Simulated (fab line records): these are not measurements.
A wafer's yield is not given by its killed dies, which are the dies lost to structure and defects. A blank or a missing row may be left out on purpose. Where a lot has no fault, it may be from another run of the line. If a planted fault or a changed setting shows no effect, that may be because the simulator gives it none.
fab line records | flow nandHarc | part 2 of 2: steps 23 to 30 of 30
[record] lots = 5 | wafers = 15 | lastDay = 31
route steps=1302 shown A_CONTACT@987
lots that met no fault: taken from a fault-free run of the same line
startH: the number of hours between the record's first day and the start of the first shown wafer of the lot | waitH: hours elapsed since this lot's preceding step | " same as the row above | L1.1+2: a single row standing in for several wafers | - no value, or no start was given | * or withheld: withheld | < > ~ a bound
route shown NAME@n: a module of which the file shows steps, and the number in the route of the first | usual: mean/standard deviation taken from wafers without a fault | same: alike in all rows | chamber/n: place in a boat | sites: per-site readings | _std_site: the values' standard deviation | _edge_site: mean of outer sites minus mean of inner sites | radiusMm: for every site, how far away it sits from the centre of the wafer | mask NAME#n: copy n | behind: the most recent tool/chamber to have shaped the wafer | hold: the reason the lot was held/the length of the hold in hours/how it ended | device: names the non-switching transistor (n, p or np) | end of line: the tests these same wafers got at the end of their route | for a step that has no rows: nothing shown but its recipe | killed: the dies lost at the first sort to structure and to defects; this is not the yield of the wafer | map: shows each die of a wafer: x if killed, . if not, _ if none is there
set.NAME: the setting as run; set.NAME@STEP: as run at that earlier step | model.NAME: the simulator's own value behind a step, which no gauge read
certain route steps with their lots: each step a table, each wafer a row
services: the hour from which a tool's chamber was out of use, counted from the record's first day as startH (under 0 if before that day), plus the number of hours and why
[[steps]]
[step NHARC_A_CONTACT_ETCH_115]
[recipe] sourceW = withheld | pressureMtorr = 20 | biasV = 3000 | timeS = 190 | targetDepthA = 18500 | arFlowSccm = withheld | c4f8FlowSccm = withheld | o2FlowSccm = withheld | chemistry = C4F8/O2/Ar
[usual] chamberPressureMTorr = 20.003/0.016
lot.wafer | tool          | chamber | startH | waitH | chamberPressureMTorr | rfHoursCounterH
L080.2    | harCapEtch-03 | 1       | 549.24 | 0.1   | 19.987               | 53
L080.3    | "             | 0       | "      | "     | 20.024               | -
L080.5    | "             | 0       | "      | "     | 19.982               | -
L089.1    | harCapEtch-02 | 1       | 626.98 | 0.1   | 20.017               | 106
L089.4    | "             | 0       | "      | "     | 19.994               | -
L089.6    | "             | 1       | "      | "     | 20.018               | -
L087.2    | harCapEtch-01 | 0       | 633.06 | 0.1   | 20.022               | 20
L087.1    | "             | 1       | "      | "     | 19.977               | 20
L087.4    | "             | 0       | "      | "     | 19.982               | -
L091.1    | harCapEtch-01 | 1       | 642.01 | 0.1   | 19.999               | 22
L091.3    | "             | 1       | "      | "     | 20.020               | -
L091.6    | "             | 1       | "      | "     | 19.997               | -
L093.3    | harCapEtch-02 | 1       | 673.02 | 0.1   | 19.996               | -
L093.6    | "             | 0       | "      | "     | 19.999               | -
L093.5    | "             | 1       | "      | "     | 19.999               | -
[step NHARC_A_CONTACT_ETCH_116]
[recipe] sourceW = withheld | pressureMtorr = 20 | biasV = 3000 | timeS = 190 | targetDepthA = 18500 | arFlowSccm = withheld | c4f8FlowSccm = withheld | o2FlowSccm = withheld | chemistry = C4F8/O2/Ar
[usual] chamberPressureMTorr = 20.001/0.019
lot.wafer | tool          | chamber | startH | waitH | chamberPressureMTorr | rfHoursCounterH
L080.2    | harCapEtch-03 | 1       | 549.41 | 0.1   | 20.004               | 53
L080.3    | "             | 0       | "      | "     | 20.035               | -
L080.5    | "             | 0       | "      | "     | 20.032               | -
L089.1    | harCapEtch-02 | 1       | 627.15 | 0.1   | 20.031               | 106
L089.4    | "             | 0       | "      | "     | 19.980               | -
L089.6    | "             | 1       | "      | "     | 20.015               | -
L087.2    | harCapEtch-01 | 0       | 633.23 | 0.1   | 20.005               | 20
L087.1    | "             | 1       | "      | "     | 19.998               | 20
L087.4    | "             | 0       | "      | "     | 19.976               | -
L091.1    | harCapEtch-01 | 1       | 642.18 | 0.1   | 20.009               | 22
L091.3    | "             | 1       | "      | "     | 19.999               | -
L091.6    | "             | 1       | "      | "     | 20.005               | -
L093.3    | harCapEtch-02 | 1       | 673.19 | 0.1   | 19.989               | -
L093.6    | "             | 0       | "      | "     | 19.996               | -
L093.5    | "             | 1       | "      | "     | 19.971               | -
[step NHARC_A_CONTACT_ETCH_117]
[recipe] sourceW = withheld | pressureMtorr = 20 | biasV = 3000 | timeS = 190 | targetDepthA = 18500 | arFlowSccm = withheld | c4f8FlowSccm = withheld | o2FlowSccm = withheld | chemistry = C4F8/O2/Ar
[usual] chamberPressureMTorr = 19.999/0.018
lot.wafer | tool          | chamber | startH | waitH | chamberPressureMTorr | rfHoursCounterH
L080.2    | harCapEtch-03 | 1       | 549.58 | 0.1   | 20.010               | 53
L080.3    | "             | 0       | "      | "     | 20.006               | -
L080.5    | "             | 0       | "      | "     | 20.012               | -
L089.1    | harCapEtch-02 | 1       | 627.32 | 0.1   | 20.007               | 106
L089.4    | "             | 0       | "      | "     | 19.993               | -
L089.6    | "             | 1       | "      | "     | 19.988               | -
L087.2    | harCapEtch-01 | 0       | 633.40 | 0.1   | 19.988               | 20
L087.1    | "             | 1       | "      | "     | 20.006               | 20
L087.4    | "             | 0       | "      | "     | 19.964               | -
L091.1    | harCapEtch-01 | 1       | 642.35 | 0.1   | 19.977               | 23
L091.3    | "             | 1       | "      | "     | 20.008               | -
L091.6    | "             | 1       | "      | "     | 19.997               | -
L093.3    | harCapEtch-02 | 1       | 673.37 | 0.1   | 19.996               | -
L093.6    | "             | 0       | "      | "     | 19.940               | -
L093.5    | "             | 1       | "      | "     | 20.032               | -
[step NHARC_A_CONTACT_ETCH_118]
[recipe] sourceW = withheld | pressureMtorr = 20 | biasV = 3000 | timeS = 190 | targetDepthA = 18500 | arFlowSccm = withheld | c4f8FlowSccm = withheld | o2FlowSccm = withheld | chemistry = C4F8/O2/Ar
[usual] chamberPressureMTorr = 19.998/0.017
lot.wafer | tool          | chamber | startH | waitH | chamberPressureMTorr | rfHoursCounterH
L080.2    | harCapEtch-03 | 1       | 549.75 | 0.1   | 20.000               | 53
L080.3    | "             | 0       | "      | "     | 20.004               | -
L080.5    | "             | 0       | "      | "     | 19.993               | -
L089.1    | harCapEtch-02 | 1       | 627.49 | 0.1   | 19.980               | 106
L089.4    | "             | 0       | "      | "     | 20.015               | -
L089.6    | "             | 1       | "      | "     | 19.975               | -
L087.2    | harCapEtch-01 | 0       | 633.57 | 0.1   | 20.010               | 20
L087.1    | "             | 1       | "      | "     | 20.014               | 20
L087.4    | "             | 0       | "      | "     | 19.988               | -
L091.1    | harCapEtch-01 | 1       | 642.52 | 0.1   | 19.980               | 23
L091.3    | "             | 1       | "      | "     | 19.979               | -
L091.6    | "             | 1       | "      | "     | 20.034               | -
L093.3    | harCapEtch-02 | 1       | 673.54 | 0.1   | 20.024               | -
L093.6    | "             | 0       | "      | "     | 20.008               | -
L093.5    | "             | 1       | "      | "     | 19.976               | -
[step NHARC_A_CONTACT_ETCH_119]
[recipe] sourceW = withheld | pressureMtorr = 20 | biasV = 3000 | timeS = 190 | targetDepthA = 18500 | arFlowSccm = withheld | c4f8FlowSccm = withheld | o2FlowSccm = withheld | chemistry = C4F8/O2/Ar
[usual] chamberPressureMTorr = 19.999/0.019
lot.wafer | tool          | chamber | startH | waitH | chamberPressureMTorr | rfHoursCounterH
L080.2    | harCapEtch-03 | 1       | 549.92 | 0.1   | 20.008               | 54
L080.3    | "             | 0       | "      | "     | 19.998               | -
L080.5    | "             | 0       | "      | "     | 20.009               | -
L089.1    | harCapEtch-02 | 1       | 627.66 | 0.1   | 19.986               | 106
L089.4    | "             | 0       | "      | "     | 20.024               | -
L089.6    | "             | 1       | "      | "     | 20.000               | -
L087.2    | harCapEtch-01 | 0       | 633.74 | 0.1   | 19.995               | 21
L087.1    | "             | 1       | "      | "     | 20.005               | 21
L087.4    | "             | 0       | "      | "     | 19.998               | -
L091.1    | harCapEtch-01 | 1       | 642.69 | 0.1   | 19.981               | 23
L091.3    | "             | 1       | "      | "     | 19.949               | -
L091.6    | "             | 1       | "      | "     | 20.010               | -
L093.3    | harCapEtch-02 | 1       | 673.71 | 0.1   | 20.024               | -
L093.6    | "             | 0       | "      | "     | 19.981               | -
L093.5    | "             | 1       | "      | "     | 20.002               | -
[step NHARC_A_CONTACT_ETCH_120]
[recipe] sourceW = withheld | pressureMtorr = 20 | biasV = 3000 | timeS = 190 | targetDepthA = 18500 | arFlowSccm = withheld | c4f8FlowSccm = withheld | o2FlowSccm = withheld | chemistry = C4F8/O2/Ar
[usual] chamberPressureMTorr = 19.999/0.019
lot.wafer | tool          | chamber | startH | waitH | chamberPressureMTorr | rfHoursCounterH
L080.2    | harCapEtch-03 | 1       | 550.09 | 0.1   | 19.994               | 54
L080.3    | "             | 0       | "      | "     | 19.987               | -
L080.5    | "             | 0       | "      | "     | 20.019               | -
L089.1    | harCapEtch-02 | 1       | 627.83 | 0.1   | 20.037               | 107
L089.4    | "             | 0       | "      | "     | 20.006               | -
L089.6    | "             | 1       | "      | "     | 19.985               | -
L087.2    | harCapEtch-01 | 0       | 633.91 | 0.1   | 19.992               | 21
L087.1    | "             | 1       | "      | "     | 19.995               | 21
L087.4    | "             | 0       | "      | "     | 19.990               | -
L091.1    | harCapEtch-01 | 1       | 642.86 | 0.1   | 20.027               | 23
L091.3    | "             | 1       | "      | "     | 19.978               | -
L091.6    | "             | 1       | "      | "     | 19.978               | -
L093.3    | harCapEtch-02 | 1       | 673.88 | 0.1   | 20.005               | -
L093.6    | "             | 0       | "      | "     | 19.979               | -
L093.5    | "             | 1       | "      | "     | 19.969               | -
[step NHARC_A_CONTACT_ETCH_121]
[recipe] sourceW = withheld | pressureMtorr = 20 | biasV = 3000 | timeS = 190 | targetDepthA = 18500 | arFlowSccm = withheld | c4f8FlowSccm = withheld | o2FlowSccm = withheld | chemistry = C4F8/O2/Ar
[usual] chamberPressureMTorr = 20.000/0.017
lot.wafer | tool          | chamber | startH | waitH | chamberPressureMTorr | rfHoursCounterH
L080.2    | harCapEtch-03 | 1       | 550.26 | 0.1   | 19.996               | 54
L080.3    | "             | 0       | "      | "     | 20.003               | -
L080.5    | "             | 0       | "      | "     | 20.010               | -
L089.1    | harCapEtch-02 | 1       | 628.00 | 0.1   | 19.985               | 107
L089.4    | "             | 0       | "      | "     | 20.032               | -
L089.6    | "             | 1       | "      | "     | 19.981               | -
L087.2    | harCapEtch-01 | 0       | 634.08 | 0.1   | 19.997               | 21
L087.1    | "             | 1       | "      | "     | 19.993               | 21
L087.4    | "             | 0       | "      | "     | 20.048               | -
L091.1    | harCapEtch-01 | 1       | 643.02 | 0.1   | 20.002               | 23
L091.3    | "             | 1       | "      | "     | 20.032               | -
L091.6    | "             | 1       | "      | "     | 19.982               | -
L093.3    | harCapEtch-02 | 1       | 674.05 | 0.1   | 20.011               | -
L093.6    | "             | 0       | "      | "     | 19.991               | -
L093.5    | "             | 1       | "      | "     | 20.026               | -
[step NHARC_A_CONTACT_ETCH_122]
[recipe] sourceW = withheld | pressureMtorr = 20 | biasV = 3000 | timeS = 190 | targetDepthA = 18500 | arFlowSccm = withheld | c4f8FlowSccm = withheld | o2FlowSccm = withheld | chemistry = C4F8/O2/Ar
[usual] chamberPressureMTorr = 19.999/0.019
lot.wafer | tool          | chamber | startH | waitH | chamberPressureMTorr | rfHoursCounterH
L080.2    | harCapEtch-03 | 1       | 550.44 | 0.1   | 20.019               | 54
L080.3    | "             | 0       | "      | "     | 19.993               | -
L080.5    | "             | 0       | "      | "     | 19.984               | -
L089.1    | harCapEtch-02 | 1       | 628.17 | 0.1   | 20.010               | 107
L089.4    | "             | 0       | "      | "     | 20.018               | -
L089.6    | "             | 1       | "      | "     | 19.979               | -
L087.2    | harCapEtch-01 | 0       | 634.25 | 0.1   | 20.002               | 21
L087.1    | "             | 1       | "      | "     | 19.995               | 21
L087.4    | "             | 0       | "      | "     | 20.004               | -
L091.1    | harCapEtch-01 | 1       | 643.20 | 0.1   | 20.022               | 23
L091.3    | "             | 1       | "      | "     | 19.987               | -
L091.6    | "             | 1       | "      | "     | 19.990               | -
L093.3    | harCapEtch-02 | 1       | 674.22 | 0.1   | 20.017               | -
L093.6    | "             | 0       | "      | "     | 19.998               | -
L093.5    | "             | 1       | "      | "     | 20.037               | -
[[services]]
tool           | chamber | startH | hours | kind
lithoTrack-06  | -       | 529.00 | 7.0   | pm
arfiScanner-02 | -       | 530.53 | 0.5   | repair
rieDiel-04     | -       | 532.46 | 9.0   | pm
arfiScanner-03 | -       | 534.05 | 2.0   | repair
arfiScanner-01 | -       | 539.87 | 0.2   | repair
arfiScanner-03 | -       | 540.00 | 4.0   | pm
rieDiel-06     | 0       | 542.25 | -     | clean
rieDiel-06     | 1       | 542.25 | -     | clean
rieDiel-06     | 2       | 542.25 | -     | clean
rieDiel-06     | 3       | 542.25 | -     | clean
lithoTrack-04  | -       | 553.00 | 7.0   | pm
rieDiel-06     | 0       | 566.75 | -     | clean
rieDiel-06     | 1       | 566.75 | -     | clean
rieDiel-06     | 2       | 566.75 | -     | clean
rieDiel-06     | 0       | 595.74 | 4.3   | repair
arfiScanner-01 | -       | 629.62 | 4.0   | pm
arfiScanner-03 | -       | 642.69 | 6.3   | repair
rieDiel-04     | 3       | 651.48 | 5.8   | repair
rieDiel-06     | 2       | 654.40 | 3.1   | repair
arfiScanner-01 | -       | 659.86 | 35.0  | repair
arfiScanner-02 | -       | 661.14 | 4.0   | pm
rieDiel-06     | -       | 661.25 | 9.0   | pm
rieDiel-04     | -       | 665.26 | 1.2   | repair
arfiScanner-02 | -       | 673.78 | 5.0   | repair
